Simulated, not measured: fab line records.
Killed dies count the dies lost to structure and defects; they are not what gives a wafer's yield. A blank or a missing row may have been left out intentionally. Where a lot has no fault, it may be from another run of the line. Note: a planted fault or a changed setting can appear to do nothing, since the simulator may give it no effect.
Chamber matching / flow n5-finfet / N5_GATE_CUT_CMP_43 on cmp-04: 4 sister chambers
The step polishes SiO2. 4 wafers are shown with their chamber, then 7 later ones without.

== WAFERS WITH THEIR CHAMBER ==
wafer=L085.5; chamber=0; motor-current-A (A)=10.6
wafer=L088.5; chamber=2; motor-current-A (A)=14.0
wafer=L089.1; chamber=3; motor-current-A (A)=13.3
wafer=L089.4; chamber=1; motor-current-A (A)=14.3

== WAFERS WITHOUT THEIR CHAMBER ==
wafer=L089.6; motor-current-A (A)=13.3
wafer=L094.1; motor-current-A (A)=10.6
wafer=L094.3; motor-current-A (A)=13.6
wafer=L094.4; motor-current-A (A)=13.9
wafer=L095.2; motor-current-A (A)=10.0
wafer=L095.4; motor-current-A (A)=13.0
wafer=L095.5; motor-current-A (A)=13.1

== WHICH CHAMBER EACH ONE RAN IN ==
wafer=L089.6; from the rows above=3; in truth=3
wafer=L094.1; from the rows above=0; in truth=0
wafer=L094.3; from the rows above=can't be placed: 3 or 2 or 1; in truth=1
wafer=L094.4; from the rows above=can't be placed: 2 or 1 or 3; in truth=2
wafer=L095.2; from the rows above=0; in truth=0
wafer=L095.4; from the rows above=3; in truth=3
wafer=L095.5; from the rows above=3; in truth=3
Correctly placed: 5 of 7. Can't be placed from these rows: 2 (the true chamber is among the candidates in 2). Wrongly placed: 0.
How it was worked out, from the rows above alone: a wafer's distance from a chamber is the root of the sum, over the readings, of the square of ((its reading less the chamber's mean) divided by the reading's scatter). The wafer belongs to the nearest chamber; if the next one is less than 2 further off, it can't be placed. For every chamber, the mean is computed from those of its wafers that are shown. The scatter: with one shown wafer a chamber, the root of the mean of the squares of how far each hidden wafer lies from its nearest shown one.
